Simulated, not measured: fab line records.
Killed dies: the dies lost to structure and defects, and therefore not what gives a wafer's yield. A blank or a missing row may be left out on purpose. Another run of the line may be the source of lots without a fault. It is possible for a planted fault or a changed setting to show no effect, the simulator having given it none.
Split-lot study :: flow n5Finfet :: on a route of 1938 steps: 7 lots, 21 wafers read

== ABOUT THE SPLIT ==
At N5_FIN_SAQP_FIN_ETCH_36 (etches the open film in HBr/Cl2/O2, target depth 120 nm, time 50.4 s), the setting icpW was moved away from the recipe's 800 W on 7 of the 21 wafers read, by +6.6% to +16.9%. This setting was run at the recipe's value on the other wafers.

== FROM THE SPLIT TO THE READING: what the file shows between them, 3 steps ==
- N5_FIN_SAQP_PRECLEAN_38: cleans in O3/DIW, time 45 s
- N5_FIN_SAQP_PRECLEAN_45: cleans in dHF, time 10 s
- N5_FIN_SAQP_SRD_39: time 30 s

== THE READING ==
trenchDepthNm, in nm, at N5_FIN_SAQP_OCD_MEAS_76. Fault-free wafers of this fab line usually give 119.2 nm, standard deviation 1.5 nm.

wafer: L076.1
tool, chamber at the split: rieSi-03, 3
icpW as run, W: 934.9
against the recipe: +16.9%
trenchDepthNm, nm: 129.1
against lot-mates on the recipe: +9.6

wafer: L076.3
tool, chamber at the split: rieSi-03, 0
icpW as run, W: 800
against the recipe: recipe
trenchDepthNm, nm: 119.5
against lot-mates on the recipe: -

wafer: L076.5
tool, chamber at the split: rieSi-03, 0
icpW as run, W: 934.9
against the recipe: +16.9%
trenchDepthNm, nm: 128.3
against lot-mates on the recipe: +8.8

wafer: L078.4
tool, chamber at the split: rieSi-05, 0
icpW as run, W: 800
against the recipe: recipe
trenchDepthNm, nm: 117.7
against lot-mates on the recipe: -

wafer: L078.5
tool, chamber at the split: rieSi-05, 3
icpW as run, W: 800
against the recipe: recipe
trenchDepthNm, nm: 120.8
against lot-mates on the recipe: -

wafer: L078.6
tool, chamber at the split: rieSi-05, 0
icpW as run, W: 800
against the recipe: recipe
trenchDepthNm, nm: 117.8
against lot-mates on the recipe: -

wafer: L080.2
tool, chamber at the split: rieSi-03, 1
icpW as run, W: 800
against the recipe: recipe
trenchDepthNm, nm: 120.6
against lot-mates on the recipe: -

wafer: L080.4
tool, chamber at the split: rieSi-03, 0
icpW as run, W: 800
against the recipe: recipe
trenchDepthNm, nm: 117.6
against lot-mates on the recipe: -

wafer: L080.6
tool, chamber at the split: rieSi-03, 1
icpW as run, W: 800
against the recipe: recipe
trenchDepthNm, nm: 120.9
against lot-mates on the recipe: -

wafer: L081.4
tool, chamber at the split: rieSi-02, 2
icpW as run, W: 800
against the recipe: recipe
trenchDepthNm, nm: 120.6
against lot-mates on the recipe: -

wafer: L081.5
tool, chamber at the split: rieSi-02, 2
icpW as run, W: 800
against the recipe: recipe
trenchDepthNm, nm: 120.6
against lot-mates on the recipe: -

wafer: L081.6
tool, chamber at the split: rieSi-02, 3
icpW as run, W: 800
against the recipe: recipe
trenchDepthNm, nm: 117.8
against lot-mates on the recipe: -

wafer: L084.1
tool, chamber at the split: rieSi-03, 0
icpW as run, W: 800
against the recipe: recipe
trenchDepthNm, nm: 120.1
against lot-mates on the recipe: -

wafer: L084.4
tool, chamber at the split: rieSi-03, 2
icpW as run, W: 852.8
against the recipe: +6.6%
trenchDepthNm, nm: 122.3
against lot-mates on the recipe: +2.2

wafer: L084.6
tool, chamber at the split: rieSi-03, 3
icpW as run, W: 852.8
against the recipe: +6.6%
trenchDepthNm, nm: 123.9
against lot-mates on the recipe: +3.8

wafer: L086.2
tool, chamber at the split: rieSi-05, 0
icpW as run, W: 911
against the recipe: +13.9%
trenchDepthNm, nm: 126.0
against lot-mates on the recipe: +7.7

wafer: L086.5
tool, chamber at the split: rieSi-05, 3
icpW as run, W: 800
against the recipe: recipe
trenchDepthNm, nm: 119.3
against lot-mates on the recipe: -

wafer: L086.6
tool, chamber at the split: rieSi-05, 0
icpW as run, W: 800
against the recipe: recipe
trenchDepthNm, nm: 117.4
against lot-mates on the recipe: -

wafer: L092.2
tool, chamber at the split: rieSi-02, 2
icpW as run, W: 922.2
against the recipe: +15.3%
trenchDepthNm, nm: 130.2
against lot-mates on the recipe: +10.7

wafer: L092.3
tool, chamber at the split: rieSi-02, 1
icpW as run, W: 800
against the recipe: recipe
trenchDepthNm, nm: 119.5
against lot-mates on the recipe: -

wafer: L092.4
tool, chamber at the split: rieSi-02, 0
icpW as run, W: 922.2
against the recipe: +15.3%
trenchDepthNm, nm: 128.5
against lot-mates on the recipe: +9.0

THE FIT
A straight line over all 21 wafers: trenchDepthNm changes by +0.584 nm for each +1% of icpW; r = +0.95; the points scatter about the line by 1.3 nm.
The same after taking each lot's own level away (the mean of its wafers on the recipe; 21 wafers): +0.58 nm for each +1%; r = +0.96; scatter 1.2 nm.
On that fit, the largest move of icpW shifts the reading by 9.8 nm.
From 118.35 to 120.10 nm: that is the span of the lots' own levels, equal to 1.2 times the standard deviation above.
The two slopes are in agreement: the lot-to-lot level therefore moves the slope only a little.
Check: +9.75 nm against its lot-mates is what the line predicts for one of the wafers moved furthest among these (+16.9%) when that wafer is left out of the fit. Against them it came out at +9.6 nm.

== THE OTHER SPLITS THESE WAFERS WENT THROUGH ==
Note: prior to the reading, these wafers also went through further splits. Each is held against what the fit with the lots' levels taken away leaves over:
other split on the same wafers: N5_ZERO_LAYER_PECVD_02 timeS
wafers away from the commonest value: 10
r with trenchDepthNm (lot level and that fit taken away): +0.08

other split on the same wafers: N5_ZERO_LAYER_ETCH_18 icpW
wafers away from the commonest value: 7
r with trenchDepthNm (lot level and that fit taken away): +0.06

other split on the same wafers: N5_WELL_APT_EXPOSE_22 doseMj
wafers away from the commonest value: 4
r with trenchDepthNm (lot level and that fit taken away): +0.13

other split on the same wafers: N5_WELL_APT_PEB_23 pebTempC
wafers away from the commonest value: 7
r with trenchDepthNm (lot level and that fit taken away): +0.11

other split on the same wafers: N5_FIN_SAQP_PECVD_48 timeS
wafers away from the commonest value: 7
r with trenchDepthNm (lot level and that fit taken away): -0.06

other split on the same wafers: N5_FIN_SAQP_HM_DEP_72 timeS
wafers away from the commonest value: 5
r with trenchDepthNm (lot level and that fit taken away): +0.05

== THE WHOLE CHAIN: every reading that the file lists as answering this split, in the file's order ==
step: N5_FIN_SAQP_FIN_ETCH_36
what it does: etches the open film in HBr/Cl2/O2, target depth 120 nm, time 50.4 s
reading: FIN_SAQP.featureDepthNm (the simulator's own value, which no gauge read)
change (the file's fit): +0.559 nm for each +1% of the setting
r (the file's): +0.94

step: N5_FIN_SAQP_FIN_ETCH_36
what it does: etches the open film in HBr/Cl2/O2, target depth 120 nm, time 50.4 s
reading: etch.depthNm (the simulator's own value, which no gauge read)
change (the file's fit): +0.56 nm for each +1% of the setting
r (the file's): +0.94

step: N5_FIN_SAQP_OCD_MEAS_76
what it does: 
reading: trenchDepthNm
change (the file's fit): +0.572 nm for each +1% of the setting
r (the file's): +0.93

== FILE'S OWN FIT ==
trenchDepthNm changes by +0.572 nm for each +1% of icpW, r = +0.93.
